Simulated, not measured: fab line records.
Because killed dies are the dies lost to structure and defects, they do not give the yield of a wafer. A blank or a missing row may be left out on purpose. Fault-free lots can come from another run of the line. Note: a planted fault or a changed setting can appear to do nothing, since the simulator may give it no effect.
fab line records | flow nand-harc
record: lots: 6 | wafers: 18 | last-day: 24
route steps=1159 shown A_BLC@990 A_M0@994 END@1159
lots that met no fault: from a run of the same line without faults
start-h: the number of hours between the record's first day and the start of the first shown wafer of the lot | wait-h: hours since the lot's step before | " identical to the entry in the row above | L1.1+2: one row covering several wafers at once | - no value present, or no start provided | * or withheld: withheld | < > ~ a bound
route shown NAME@n: NAME is a module with steps in the file, n the number in the route of the first one | usual: mean/standard deviation taken from wafers without a fault | same: alike in all rows | chamber/n: place in a boat | sites: the reading at each site | _std_site: the values' standard deviation | _edge_site: outer sites' mean less inner sites' | radius-mm: for every site, how far away it sits from the centre of the wafer | mask NAME#n: copy n | behind: tool/chamber where the wafer was last shaped | hold: what put the lot on hold/how long, in hours/how the hold closed | device: transistor that didn't switch, given as n, p or np | end of line: tests of these same wafers at the route's end | a step without rows: its recipe alone | killed: count of dies lost to structure and defects at first sort (not the wafer's yield) | map: shows each die of a wafer: x if killed, . if not, _ if none is there
set.NAME: the setting as run; set.NAME@STEP: as run at that earlier step | model.NAME: the simulator's own value behind a step, which no gauge read
lots seen at some steps along the route; tables by step, rows by wafer
services: a tool's chamber out of use, with start hour (start-h, from the record's first day; less than 0 if before it), hours out, and reason
== steps ==
step: NHARC_A_BLC_CMP_25
recipe: t-overpolish-s: 30 | target-thk-nm: 150
usual: motor-current-A: 12.0/1.5 | overpolish-run-s: 30.000/0.0091 | time-to-endpoint-s: 30.5/2.2
lot.wafer | tool   | chamber | start-h | wait-h | motor-current-A | overpolish-run-s | time-to-endpoint-s
L130.3    | cmp-03 | 3       | 400.89  | 0.2    | 11.7            | 29.997           | 27.9
L130.1    | "      | 1       | "       | "      | 10.5            | 29.987           | 30.9
L130.5    | "      | 3       | "       | "      | 12.4            | 30.004           | 29.7
L138.4    | cmp-01 | 3       | 445.08  | 0.3    | 10.7            | 29.991           | 31.1
L138.3    | "      | 1       | "       | "      | 11.2            | 29.999           | 27.9
L138.6    | "      | 0       | "       | "      | 13.9            | 29.993           | 30.3
L141.3    | cmp-01 | 3       | 460.26  | 0.3    | 10.5            | 29.999           | 28.8
L141.6    | "      | 1       | "       | "      | 12.0            | 30.008           | 30.7
L141.5    | "      | 2       | "       | "      | 11.8            | 29.995           | 31.5
L143.1    | cmp-01 | 2       | 466.11  | 0.4    | 11.1            | 30.000           | 30.3
L143.3    | "      | 3       | "       | "      | 10.8            | 30.007           | 29.7
L143.6    | "      | 3       | "       | "      | 10.7            | 29.995           | 27.3
L145.4    | cmp-01 | 3       | 496.17  | 0.3    | 10.7            | 29.990           | 33.4
L145.2    | "      | 0       | "       | "      | 13.0            | 29.990           | 30.8
L145.6    | "      | 2       | "       | "      | 11.5            | 29.997           | 31.0
L150.4    | cmp-02 | 0       | 526.13  | 0.3    | 10.1            | 29.998           | 30.2
L150.6    | "      | 0       | "       | "      | 10.0            | 29.983           | 29.9
L150.5    | "      | 1       | "       | "      | 13.9            | 29.988           | 29.3
step: NHARC_A_BLC_SRD_27
step: NHARC_A_BLC_INSPECT_28
usual: raw-defect-count: 441/110
lot.wafer | tool              | chamber | start-h | wait-h | raw-defect-count
L130.1    | defect-inspect-01 | -       | 401.29  | 0.1    | 349
L130.3    | "                 | -       | "       | "      | 396
L130.5    | "                 | -       | "       | "      | 379
L138.3    | defect-inspect-01 | -       | 445.48  | 0.1    | 497
L138.4    | "                 | -       | "       | "      | 363
L138.6    | "                 | -       | "       | "      | 500
L141.3    | defect-inspect-02 | -       | 460.61  | 0.1    | 480
L141.5    | "                 | -       | "       | "      | 437
L141.6    | "                 | -       | "       | "      | 596
L143.1    | defect-inspect-02 | -       | 466.51  | 0.1    | 492
L143.3    | "                 | -       | "       | "      | 434
L143.6    | "                 | -       | "       | "      | 403
L145.2    | defect-inspect-01 | -       | 496.52  | 0.1    | 417
L145.4    | "                 | -       | "       | "      | 370
L145.6    | "                 | -       | "       | "      | 441
L150.4    | defect-inspect-02 | -       | 526.54  | 0.1    | 508
L150.5    | "                 | -       | "       | "      | 406
L150.6    | "                 | -       | "       | "      | 378
step: NHARC_A_M0_DEP_00
recipe: target-thk-a: 1500 | target-thk-nm: 150 | temp-c: withheld | pressure-torr: 5 | flow-sccm: 200 | rf-w: 600 | material: SiOC
step: NHARC_A_M0_DEHYDRATE_01
recipe: temp-c: 150 | time-s: 120
step: NHARC_A_M0_HMDS_02
recipe: time-s: 30
step: NHARC_A_M0_COAT_33
recipe: temp-c: 200 | time-s: 65
step: NHARC_A_M0_COAT_03
recipe: spin-rpm: 1500 | resist-thk-nm: 90
step: NHARC_A_M0_SOFTBAKE_04
recipe: temp-c: 105 | time-s: 55
step: NHARC_A_M0_EBR_05
step: NHARC_A_M0_EXPOSE_06
recipe: na: 1.35 | target-cd-nm: 80 | dose-mj: 83.25 | mask-id: A_M0
step: NHARC_A_M0_PEB_07
recipe: peb-temp-c: 100 | peb-time-s: 65
usual: resist-line-temp-C: 22.99/0.11
lot.wafer | tool           | chamber | start-h | wait-h | resist-line-temp-C
L130.1    | litho-track-01 | 0       | 402.12  | 0.1    | 22.93
L130.3    | "              | 0       | "       | "      | 23.03
L130.5    | "              | 0       | "       | "      | 23.03
L138.3    | litho-track-06 | 0       | 446.30  | 0.0    | 22.80
L138.4    | "              | 0       | "       | "      | 22.66
L138.6    | "              | 0       | "       | "      | 22.94
L141.3    | litho-track-06 | 0       | 461.44  | 0.0    | 22.87
L141.5    | "              | 0       | "       | "      | 22.95
L141.6    | "              | 0       | "       | "      | 22.95
L143.1    | litho-track-01 | 0       | 467.21  | 0.1    | 23.16
L143.3    | "              | 0       | "       | "      | 23.02
L143.6    | "              | 0       | "       | "      | 23.11
L145.2    | litho-track-01 | 0       | 497.35  | 0.1    | 22.90
L145.4    | "              | 0       | "       | "      | 22.91
L145.6    | "              | 0       | "       | "      | 23.09
L150.4    | litho-track-06 | 0       | 527.23  | 0.0    | 23.07
L150.5    | "              | 0       | "       | "      | 22.85
L150.6    | "              | 0       | "       | "      | 23.03
step: NHARC_A_M0_DEVELOP_08
recipe: develop-time-s: 35 | dev-temp-c: 23
step: NHARC_A_M0_CD_MEAS_09
recipe: target-cd-nm: 80 | landing-energy-ev: 500
usual: cd-nm: 80.0/0.6
same: landing-energy-ev: 500
lot.wafer | tool      | chamber | start-h | wait-h | cd-nm
L130.1    | cd-sem-03 | 0       | 402.20  | -      | 80.8
L130.3    | "         | 0       | "       | "      | 80.4
L130.5    | "         | 0       | "       | "      | 79.8
L138.3    | cd-sem-02 | 0       | 446.39  | -      | 81.3
L138.4    | "         | 0       | "       | "      | 81.8
L138.6    | "         | 0       | "       | "      | 82.0
L141.3    | cd-sem-01 | 0       | 461.52  | -      | 82.2
L141.5    | "         | 0       | "       | "      | 82.4
L141.6    | "         | 0       | "       | "      | 81.9
L143.1    | cd-sem-02 | 0       | 467.29  | -      | 79.6
L143.3    | "         | 0       | "       | "      | 79.0
L143.6    | "         | 0       | "       | "      | 80.2
L145.2    | cd-sem-01 | 0       | 497.43  | -      | 79.3
L145.4    | "         | 0       | "       | "      | 78.9
L145.6    | "         | 0       | "       | "      | 79.7
L150.4    | cd-sem-02 | 0       | 527.32  | -      | 79.1
L150.5    | "         | 0       | "       | "      | 79.9
L150.6    | "         | 0       | "       | "      | 79.8
step: NHARC_A_M0_OVL_MEAS_10
recipe: pitch-nm: 160
usual: overlay-x-nm: 0.1/0.74 | overlay-y-nm: 0.0/0.94
lot.wafer | tool       | chamber | start-h | wait-h | overlay-x-nm | overlay-y-nm
L130.1    | overlay-01 | -       | 402.29  | -      | -0.6         | -0.3
L130.3    | "          | -       | "       | "      | 0.0          | -0.8
L130.5    | "          | -       | "       | "      | -0.4         | 0.2
L138.3    | overlay-01 | -       | 446.47  | -      | -0.7         | 1.2
L138.4    | "          | -       | "       | "      | -1.1         | 1.6
L138.6    | "          | -       | "       | "      | -1.3         | 1.8
L141.3    | overlay-01 | -       | 461.60  | -      | 0.3          | 0.9
L141.5    | "          | -       | "       | "      | 0.4          | 1.1
L141.6    | "          | -       | "       | "      | -0.1         | 1.8
L143.1    | overlay-02 | -       | 467.38  | -      | 0.7          | -1.8
L143.3    | "          | -       | "       | "      | 0.1          | -1.2
L143.6    | "          | -       | "       | "      | 0.5          | -1.9
L145.2    | overlay-02 | -       | 497.52  | -      | 1.3          | -0.1
L145.4    | "          | -       | "       | "      | 1.6          | -0.1
L145.6    | "          | -       | "       | "      | 1.5          | -0.2
L150.4    | overlay-02 | -       | 527.40  | -      | 0.2          | -0.3
L150.5    | "          | -       | "       | "      | 0.3          | -0.6
L150.6    | "          | -       | "       | "      | 0.1          | -0.9
step: NHARC_A_M0_INSPECT_11
usual: raw-defect-count: 31/16
lot.wafer | tool              | chamber | start-h | wait-h | raw-defect-count
L130.1    | defect-inspect-02 | -       | 402.33  | 0.0    | 23
L130.3    | "                 | -       | "       | "      | 19
L130.5    | "                 | -       | "       | "      | 16
L138.3    | defect-inspect-02 | -       | 446.51  | 0.0    | 9
L138.4    | "                 | -       | "       | "      | 10
L138.6    | "                 | -       | "       | "      | 13
L141.3    | defect-inspect-01 | -       | 461.64  | 0.0    | 37
L141.5    | "                 | -       | "       | "      | 25
L141.6    | "                 | -       | "       | "      | 24
L143.1    | defect-inspect-02 | -       | 467.41  | 0.0    | 59
L143.3    | "                 | -       | "       | "      | 44
L143.6    | "                 | -       | "       | "      | 52
L145.2    | defect-inspect-02 | -       | 497.55  | 0.0    | 47
L145.4    | "                 | -       | "       | "      | 38
L145.6    | "                 | -       | "       | "      | 46
L150.4    | defect-inspect-02 | -       | 527.43  | 0.0    | 20
L150.5    | "                 | -       | "       | "      | 18
L150.6    | "                 | -       | "       | "      | 20
step: NHARC_A_M0_DESCUM_14
recipe: time-s: 3 | o2-flow-sccm: 200 | ar-flow-sccm: 0 | bias-power-w: 0 | chemistry: O2
usual: drypump-motor-current-A: 5.8/0.34 | oes-product-au: 1.001/0.0076 | rf-vpp-V: 57.8/0.83 | showerhead-plenum-p-Torr: 1.91/0.064 | throttle-valve-pct: 11.311/0.0095
lot.wafer | tool        | chamber | start-h | wait-h | drypump-motor-current-A | oes-product-au | rf-hours-counter-h | rf-vpp-V | showerhead-plenum-p-Torr | throttle-valve-pct | model.A_M0.cd-nm
L130.3    | rie-diel-08 | 2       | 402.40  | 0.1    | 5.8                     | 1.003          | 6                  | 57.7     | 2.05                     | 11.316             | 81.07
L130.1    | "           | 0       | "       | "      | 5.7                     | 0.999          | 6                  | 57.7     | 1.88                     | 11.317             | 80.71
L130.5    | "           | 1       | "       | "      | 5.9                     | 1.003          | -                  | 59.0     | 1.92                     | 11.305             | 79.89
L138.4    | rie-diel-04 | 2       | 446.58  | 0.1    | 5.7                     | 1.014          | 11                 | 57.5     | 1.93                     | 11.305             | 81.78
L138.3    | "           | 3       | "       | "      | 5.5                     | 1.003          | 11                 | 57.8     | 1.91                     | 11.299             | 81.54
L138.6    | "           | 1       | "       | "      | 5.4                     | 0.991          | -                  | 57.3     | 1.94                     | 11.323             | 82.17
L141.3    | rie-diel-04 | 2       | 461.71  | 0.1    | 5.8                     | 1.012          | 12                 | 58.4     | 1.93                     | 11.296             | 82.39
L141.6    | "           | 1       | "       | "      | 5.4                     | 1.015          | -                  | 57.4     | 1.94                     | 11.317             | 81.79
L141.5    | "           | 2       | "       | "      | 5.8                     | 1.013          | -                  | 57.2     | 1.93                     | 11.336             | 81.97
L143.1    | rie-diel-08 | 2       | 467.48  | 0.1    | 5.8                     | 0.997          | 12                 | 56.9     | 2.05                     | 11.302             | 79.51
L143.3    | "           | 3       | "       | "      | 5.7                     | 1.012          | 11                 | 56.6     | 1.83                     | 11.322             | 79.65
L143.6    | "           | 2       | "       | "      | 5.8                     | 0.996          | -                  | 58.5     | 2.05                     | 11.308             | 80.08
L145.4    | rie-diel-05 | 3       | 497.61  | 0.1    | 6.4                     | 0.999          | 10                 | 57.8     | 1.92                     | 11.305             | 79.04
L145.2    | "           | 2       | "       | "      | 5.2                     | 1.000          | 11                 | 58.2     | 1.83                     | 11.300             | 79.45
L145.6    | "           | 0       | "       | "      | 6.0                     | 0.991          | -                  | 57.3     | 1.96                     | 11.327             | 80.02
L150.4    | rie-diel-05 | 3       | 527.50  | 0.1    | 6.4                     | 0.999          | 0                  | 56.8     | 1.92                     | 11.306             | 79.08
L150.6    | "           | 2       | "       | "      | 5.2                     | 1.005          | -                  | 56.1     | 1.83                     | 11.295             | 79.93
L150.5    | "           | 3       | "       | "      | 6.4                     | 0.998          | -                  | 58.6     | 1.92                     | 11.298             | 79.88
step: NHARC_A_M0_ETCH_34
recipe: target-depth-a: 400 | overetch-a: 120 | time-s: 43.94 | ion-energy-ev: 200 | n2-flow-sccm: 150 | h2-flow-sccm: 150 | ar-flow-sccm: 0 | rf-w: 400 | bias-w: 150 | chemistry: N2/H2
usual: drypump-motor-current-A: 5.8/0.32 | oes-product-au: 1.000/0.0064 | rf-vpp-V: 430.4/2.1 | showerhead-plenum-p-Torr: 2.04/0.072 | throttle-valve-pct: 14.171/0.0091
lot.wafer | tool        | chamber | start-h | wait-h | drypump-motor-current-A | oes-product-au | rf-hours-counter-h | rf-vpp-V | showerhead-plenum-p-Torr | throttle-valve-pct
L130.1    | rie-diel-08 | 1       | 402.47  | 0.1    | 5.9                     | 0.996          | 6                  | 430.2    | 2.05                     | 14.170
L130.3    | "           | 0       | "       | "      | 5.7                     | 0.985          | 6                  | 430.0    | 2.00                     | 14.180
L130.5    | "           | 2       | "       | "      | 5.8                     | 0.988          | -                  | 435.2    | 2.20                     | 14.161
L138.3    | rie-diel-04 | 3       | 446.66  | 0.1    | 5.5                     | 0.997          | 11                 | 429.8    | 2.03                     | 14.171
L138.4    | "           | 0       | "       | "      | 6.5                     | 0.996          | 11                 | 431.4    | 2.05                     | 14.170
L138.6    | "           | 3       | "       | "      | 5.5                     | 0.992          | -                  | 431.2    | 2.04                     | 14.172
L141.3    | rie-diel-04 | 0       | 461.80  | 0.1    | 6.5                     | 1.006          | 11                 | 429.5    | 2.05                     | 14.158
L141.5    | "           | 1       | "       | "      | 5.4                     | 1.009          | -                  | 430.8    | 2.06                     | 14.180
L141.6    | "           | 2       | "       | "      | 5.8                     | 1.010          | -                  | 430.6    | 2.06                     | 14.167
L143.1    | rie-diel-08 | 0       | 467.57  | 0.1    | 5.7                     | 0.991          | 11                 | 430.2    | 2.00                     | 14.175
L143.3    | "           | 1       | "       | "      | 5.9                     | 1.007          | 11                 | 430.1    | 2.05                     | 14.183
L143.6    | "           | 2       | "       | "      | 5.8                     | 0.997          | -                  | 435.1    | 2.19                     | 14.180
L145.4    | rie-diel-05 | 2       | 497.70  | 0.1    | 5.3                     | 0.991          | 11                 | 426.7    | 1.95                     | 14.170
L145.2    | "           | 3       | "       | "      | 6.4                     | 0.990          | 10                 | 430.0    | 2.05                     | 14.159
L145.6    | "           | 2       | "       | "      | 5.2                     | 1.004          | -                  | 428.0    | 1.95                     | 14.165
L150.4    | rie-diel-05 | 3       | 527.58  | 0.1    | 6.4                     | 0.998          | 0                  | 431.0    | 2.05                     | 14.175
L150.5    | "           | 3       | "       | "      | 6.4                     | 1.004          | -                  | 429.0    | 2.05                     | 14.171
L150.6    | "           | 0       | "       | "      | 6.0                     | 1.005          | -                  | 433.7    | 2.09                     | 14.171
step: NHARC_A_M0_ETCH_15
recipe: target-depth-a: 1500 | overetch-a: 150 | time-s: 82.5 | c4f8-flow-sccm: withheld | ar-flow-sccm: 400 | rf-w: 600 | bias-w: 300 | chemistry: C4F8/Ar
usual: oes-product-au: 0.943/0.023 | rf-vpp-V: 440.9/2.2
lot.wafer | tool        | chamber | start-h | wait-h | oes-product-au | rf-hours-counter-h | rf-vpp-V | model.A_M0.cd-nm
L130.1    | rie-diel-08 | 2       | -       | -      | 0.920          | 6                  | 447.1    | 80.39
L130.3    | "           | 0       | "       | "      | 0.932          | 6                  | 439.7    | 80.85
L130.5    | "           | 1       | "       | "      | 0.923          | -                  | 440.8    | 79.48
L138.4    | rie-diel-04 | 0       | -       | -      | 0.918          | 11                 | 441.9    | 81.31
L138.3    | "           | 2       | "       | "      | 0.935          | 11                 | 440.9    | 81.4
L138.6    | "           | 1       | "       | "      | 0.929          | -                  | 442.4    | 82.12
L141.3    | rie-diel-04 | 0       | -       | -      | 0.927          | 12                 | 440.4    | 82.17
L141.5    | "           | 2       | "       | "      | 0.924          | -                  | 442.1    | 81.91
L141.6    | "           | 3       | "       | "      | 0.918          | -                  | 440.4    | 82.09
L143.1    | rie-diel-08 | 2       | -       | -      | 0.923          | 12                 | 445.4    | 79.23
L143.3    | "           | 3       | "       | "      | 0.934          | 11                 | 439.4    | 79.72
L143.6    | "           | 2       | "       | "      | 0.932          | -                  | 445.4    | 80.09
L145.2    | rie-diel-05 | 0       | -       | -      | 0.908          | 11                 | 441.1    | 79.37
L145.4    | "           | 3       | "       | "      | 0.925          | 10                 | 441.6    | 78.64
L145.6    | "           | 1       | "       | "      | 0.926          | -                  | 438.9    | 79.39
L150.4    | rie-diel-05 | 2       | -       | -      | 0.979          | 0                  | 438.0    | 79.26
L150.5    | "           | 3       | "       | "      | 0.974          | -                  | 439.8    | 80.39
L150.6    | "           | 0       | "       | "      | 0.978          | -                  | 440.3    | 79.78
step: NHARC_A_M0_CD_MEAS_16
usual: cd-nm: 79.8/0.72
lot.wafer | tool      | chamber | start-h | wait-h | cd-nm
L130.1    | cd-sem-01 | -       | 402.69  | -      | 80.1
L130.3    | "         | -       | "       | "      | 81.0
L130.5    | "         | -       | "       | "      | 79.6
L138.3    | cd-sem-02 | -       | 446.87  | -      | 81.3
L138.4    | "         | -       | "       | "      | 81.1
L138.6    | "         | -       | "       | "      | 81.9
L141.3    | cd-sem-03 | -       | 462.00  | -      | 82.2
L141.5    | "         | -       | "       | "      | 81.9
L141.6    | "         | -       | "       | "      | 82.1
L143.1    | cd-sem-02 | -       | 467.78  | -      | 79.3
L143.3    | "         | -       | "       | "      | 79.7
L143.6    | "         | -       | "       | "      | 80.2
L145.2    | cd-sem-03 | -       | 497.91  | -      | 79.4
L145.4    | "         | -       | "       | "      | 78.5
L145.6    | "         | -       | "       | "      | 79.5
L150.4    | cd-sem-01 | -       | 527.80  | -      | 79.1
L150.5    | "         | -       | "       | "      | 80.4
L150.6    | "         | -       | "       | "      | 79.7
step: NHARC_END_SORT_01
recipe: temp-c: 25
usual: defect-limited-yield: 95.3/1.7 | killed-at-array: 28/12 | killed-at-other: 0.8/1.1 | killed-at-periphery: 3.6/2.3 | killed-dies: 32/12 | killed-open: 3.4/1.9 | killed-short: 2.0/1.3 | sort_bin_2_pct: 1.4/0.61 | sort_bin_3_pct: 0.26/0.22 | sort_bin_4_pct: 3.0/1.2 | sort-n-pass: 645/12 | sort-rim-yield-pct: 95.8/2.9 | sort-yield-pct: 95.3/1.7
same: gross-dies: 677 | sort_bin_5_pct[%]: 0 | sort_bin_6_pct[%]: 0 | sort_bin_7_pct[%]: 0 | sort_bin_8_pct[%]: 0 | sort-rim-n-gross: 106.00
lot.wafer | tool      | chamber | start-h | wait-h | defect-limited-yield[%] | killed-at-array | killed-at-other | killed-at-periphery | killed-dies | killed-open | killed-short | sort_bin_2_pct[%] | sort_bin_3_pct[%] | sort_bin_4_pct[%] | sort-n-pass | sort-rim-yield-pct[%] | sort-yield-pct[%]
L138.3    | prober-02 | 0       | 492.09  | 3.1    | 96.8                    | 12              | 3               | 7                   | 22          | 8           | 2            | 0.4               | 0                 | 2.8               | 655         | 95.3                  | 96.8
L138.4    | prober-02 | 0       | 492.90  | 3.4    | 97.9                    | 9               | 1               | 4                   | 14          | 3           | 1            | 0.4               | 0.15              | 1.5               | 663         | 98.1                  | 97.9
L138.6    | prober-02 | 0       | 494.52  | 4.1    | 97.6                    | 11              | 1               | 4                   | 16          | 3           | 1            | 1.0               | 0.15              | 1.2               | 661         | 100.0                 | 97.6
L143.1    | prober-01 | 0       | 504.03  | 2.5    | 92.9                    | 45              | 0               | 3                   | 48          | 3           | 0            | 2.2               | 0.30              | 4.6               | 629         | 92.5                  | 92.9
L143.3    | prober-01 | 0       | 505.64  | 3.1    | 93.6                    | 37              | 0               | 6                   | 43          | 6           | 1            | 2.2               | 0.44              | 3.7               | 634         | 93.4                  | 93.6
L143.6    | prober-01 | 0       | 508.06  | 4.0    | 92.9                    | 42              | 1               | 5                   | 48          | 5           | 3            | 2.1               | 0.30              | 4.7               | 629         | 90.6                  | 92.9
L141.3    | prober-02 | 0       | 513.45  | 3.1    | 94.7                    | 27              | 6               | 3                   | 36          | 4           | 0            | 1.0               | 0.15              | 4.1               | 641         | 94.3                  | 94.7
L141.5    | prober-02 | 0       | 515.06  | 3.7    | 94.7                    | 23              | 3               | 10                  | 36          | 4           | 2            | 1.6               | 0.15              | 3.5               | 641         | 92.5                  | 94.7
L141.6    | prober-02 | 0       | 515.86  | 4.0    | 95.9                    | 23              | 2               | 3                   | 28          | 3           | 1            | 1.5               | 0.44              | 2.2               | 649         | 93.4                  | 95.9
L145.2    | prober-02 | 0       | 537.09  | 2.8    | 93.1                    | 42              | 2               | 3                   | 47          | 3           | 1            | 1.6               | 0.15              | 5.2               | 630         | 95.3                  | 93.1
L145.4    | prober-02 | 0       | 538.68  | 3.4    | 93.9                    | 33              | 4               | 4                   | 41          | 3           | 0            | 1.9               | 0.30              | 3.8               | 636         | 96.2                  | 93.9
L145.6    | prober-02 | 0       | 540.27  | 4.0    | 92.2                    | 45              | 1               | 7                   | 53          | 6           | 4            | 1.6               | 0.15              | 6.1               | 624         | 92.5                  | 92.2
L150.4    | prober-02 | 0       | 569.97  | 3.4    | 96.3                    | 23              | 0               | 2                   | 25          | 3           | 3            | 1.0               | 0.15              | 2.5               | 652         | 100.0                 | 96.3
L150.5    | prober-02 | 0       | 570.76  | 3.7    | 95.3                    | 27              | 0               | 5                   | 32          | 2           | 4            | 1.3               | 0.30              | 3.1               | 645         | 92.5                  | 95.3
L150.6    | prober-02 | 0       | 571.56  | 4.0    | 96.3                    | 20              | 0               | 5                   | 25          | 2           | 2            | 1.0               | 0.30              | 2.4               | 652         | 100.0                 | 96.3
killed by level:class
L138.3 A_CHANNEL_HOLE_D1:chamber-film-flake=4 P_M0:chamber-film-flake=3 A_M0:geometric-particle:open=2 P_CONTACT:geometric-particle:open=1 P_M0:geometric-particle:open=1 A_ONON_D1:geometric-particle:open=1 A_CHANNEL_FILL_D1:geometric-particle:open=1 A_SLIT:geometric-particle:short=1
L138.4 A_CHANNEL_HOLE_D1:chamber-film-flake=4 A_WL_FILL:geometric-particle:open=2 P_M0:chamber-film-flake=2 A_STAIRCASE:chamber-film-flake=2 P_M1:geometric-particle:open=1 A_WL_FILL:geometric-particle:short=1 P_ZERO_WELL:chamber-film-flake=1 THIN_TSV:chamber-film-flake=1
L138.6 A_CHANNEL_HOLE_D1:chamber-film-flake=5 A_STAIRCASE:chamber-film-flake=4 P_M0:geometric-particle:open=1 P_M1:geometric-particle:open=1 A_WL_FILL:geometric-particle:short=1 A_CONTACT:geometric-particle:open=1 P_STI:chamber-film-flake=1 P_M0:chamber-film-flake=1
L143.1 A_CHANNEL_HOLE_D1:chamber-film-flake=18 A_SLIT:chamber-film-flake=14 A_CONTACT:chamber-film-flake=5 A_STAIRCASE:chamber-film-flake=4 A_CONTACT:geometric-particle:open=2 A_CHANNEL_FILL_D1:chamber-film-flake=2 P_GATE:geometric-particle:open=1 P_GATE:chamber-film-flake=1
L143.3 A_CHANNEL_HOLE_D1:chamber-film-flake=13 A_SLIT:chamber-film-flake=9 A_CONTACT:chamber-film-flake=5 P_M1:chamber-film-flake=4 A_STAIRCASE:chamber-film-flake=4 A_BLC:geometric-particle:open=2 P_CONTACT:geometric-particle:open=1 P_M1:geometric-particle:open=1
L143.6 A_CHANNEL_HOLE_D1:chamber-film-flake=15 A_SLIT:chamber-film-flake=12 A_STAIRCASE:chamber-film-flake=4 P_M1:chamber-film-flake=3 A_CONTACT:chamber-film-flake=3 A_ONON_D1:geometric-particle:open=2 P_STI:geometric-particle:short=1 P_CONTACT:geometric-particle:open=1
L141.3 A_CHANNEL_HOLE_D1:chamber-film-flake=19 THIN_TSV:chamber-film-flake=6 A_STAIRCASE:chamber-film-flake=2 A_M1:chamber-film-flake=2 P_M2:geometric-particle:open=1 A_CHANNEL_HOLE_D1:geometric-particle:open=1 A_WL_FILL:geometric-particle:open=1 A_CONTACT:geometric-particle:open=1
L141.5 A_CHANNEL_HOLE_D1:chamber-film-flake=15 A_STAIRCASE:chamber-film-flake=5 P_M1:chamber-film-flake=3 THIN_TSV:chamber-film-flake=3 P_GATE:chamber-film-flake=2 P_GATE:geometric-particle:short=1 P_CONTACT:geometric-particle:open=1 P_M0:geometric-particle:open=1
L141.6 A_CHANNEL_HOLE_D1:chamber-film-flake=12 A_CONTACT:chamber-film-flake=5 A_M1:chamber-film-flake=2 THIN_TSV:chamber-film-flake=2 P_GATE:geometric-particle:open=1 P_M2:geometric-particle:short=1 A_STAIRCASE:geometric-particle:open=1 A_CONTACT:geometric-particle:open=1
L145.2 A_SLIT:chamber-film-flake=20 A_CHANNEL_HOLE_D1:chamber-film-flake=8 A_STAIRCASE:chamber-film-flake=7 P_ZERO_WELL:chamber-film-flake=2 A_CONTACT:chamber-film-flake=2 THIN_TSV:chamber-film-flake=2 A_ONON_D1:geometric-particle:open=1 A_ONON_D1:geometric-particle:short=1
L145.4 A_SLIT:chamber-film-flake=14 A_STAIRCASE:chamber-film-flake=7 A_CHANNEL_HOLE_D1:chamber-film-flake=6 P_ZERO_WELL:chamber-film-flake=4 THIN_TSV:chamber-film-flake=4 A_CONTACT:chamber-film-flake=2 A_CHANNEL_FILL_D1:geometric-particle:open=1 A_CONTACT:geometric-particle:open=1
L145.6 A_SLIT:chamber-film-flake=16 A_CHANNEL_HOLE_D1:chamber-film-flake=7 A_STAIRCASE:chamber-film-flake=7 A_CONTACT:geometric-particle:open=5 P_ZERO_WELL:chamber-film-flake=5 A_CONTACT:chamber-film-flake=3 A_WL_FILL:chamber-film-flake=3 A_WL_FILL:geometric-particle:short=2
L150.4 A_CHANNEL_HOLE_D1:chamber-film-flake=7 A_CONTACT:chamber-film-flake=7 A_CONTACT:geometric-particle:open=2 A_M0:chamber-film-flake=2 P_M0:geometric-particle:short=1 A_SGD_CUT:geometric-particle:short=1 A_WL_FILL:geometric-particle:open=1 A_CONTACT:geometric-particle:short=1
L150.5 A_CONTACT:chamber-film-flake=7 A_CHANNEL_HOLE_D1:chamber-film-flake=6 A_M0:chamber-film-flake=5 P_GATE:chamber-film-flake=4 A_STAIRCASE:chamber-film-flake=2 P_GATE:geometric-particle:short=1 A_ONON_D1:geometric-particle:open=1 A_ONON_D1:geometric-particle:short=1
L150.6 A_CHANNEL_HOLE_D1:chamber-film-flake=6 A_M0:chamber-film-flake=4 A_CONTACT:chamber-film-flake=4 P_STI:chamber-film-flake=2 P_GATE:chamber-film-flake=2 A_STAIRCASE:chamber-film-flake=2 A_SGD_CUT:geometric-particle:short=1 A_WL_FILL:geometric-particle:short=1
== services ==
tool           | chamber | start-h | hours | kind
rie-diel-08    | 0       | 384.30  | -     | clean
rie-diel-08    | 1       | 384.30  | -     | clean
rie-diel-08    | 2       | 384.30  | -     | clean
rie-diel-08    | 3       | 384.30  | -     | clean
rie-diel-05    | 2       | 389.94  | 2.4   | repair
rie-diel-04    | 0       | 395.95  | -     | clean
rie-diel-04    | 1       | 395.95  | -     | clean
rie-diel-04    | 2       | 395.95  | -     | clean
rie-diel-04    | 3       | 395.95  | -     | clean
rie-diel-08    | 0       | 418.30  | 7.6   | repair
cmp-02         | -       | 422.61  | 4.0   | pm
rie-diel-08    | 3       | 429.89  | 6.7   | repair
litho-track-01 | -       | 443.00  | 7.0   | pm
cmp-03         | -       | 450.01  | 4.0   | pm
cmp-02         | -       | 455.61  | 1.2   | repair
rie-diel-04    | -       | 466.13  | 9.0   | pm
cmp-03         | -       | 473.17  | 1.1   | repair
cmp-01         | -       | 473.66  | 4.0   | pm
rie-diel-08    | -       | 478.80  | 9.0   | pm
rie-diel-08    | 0       | 493.91  | 5.7   | repair
rie-diel-05    | -       | 517.96  | 9.0   | pm
cmp-02         | -       | 520.61  | 4.0   | pm
rie-diel-08    | 1       | 522.87  | 20.4  | repair
cmp-01         | -       | 526.92  | 4.7   | repair
== key ==
first-sign: step: NHARC_A_M0_CD_MEAS_09 | reading: cd-nm | direction: up | sigmas: 3.3 | usual: 80.0 | struck: 81.9
effect: step: NHARC_A_M0_CD_MEAS_16 | reading: cd-nm | direction: up | sigmas: 2.6 | usual: 79.8 | struck: 81.8
model-effect: step: NHARC_A_M0_DESCUM_14 | value: A_M0.cd-nm | without: 79.83 | struck: 81.94
model-effect: step: NHARC_A_M0_ETCH_15 | value: A_M0.cd-nm | without: 79.72 | struck: 81.83
met-at NHARC_A_M0_PEB_07
struck-wafers L138.3,L138.4,L138.6,L141.3,L141.5,L141.6
fault: kind: process-parameter-drift | tool: litho-track-06 | chamber: - | onset-h: 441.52 | steps: NHARC_A_M0_PEB_07 | channel: peb-time-s | offset: * | shape: step | end-h: 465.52 | acts-in: * | stated: *
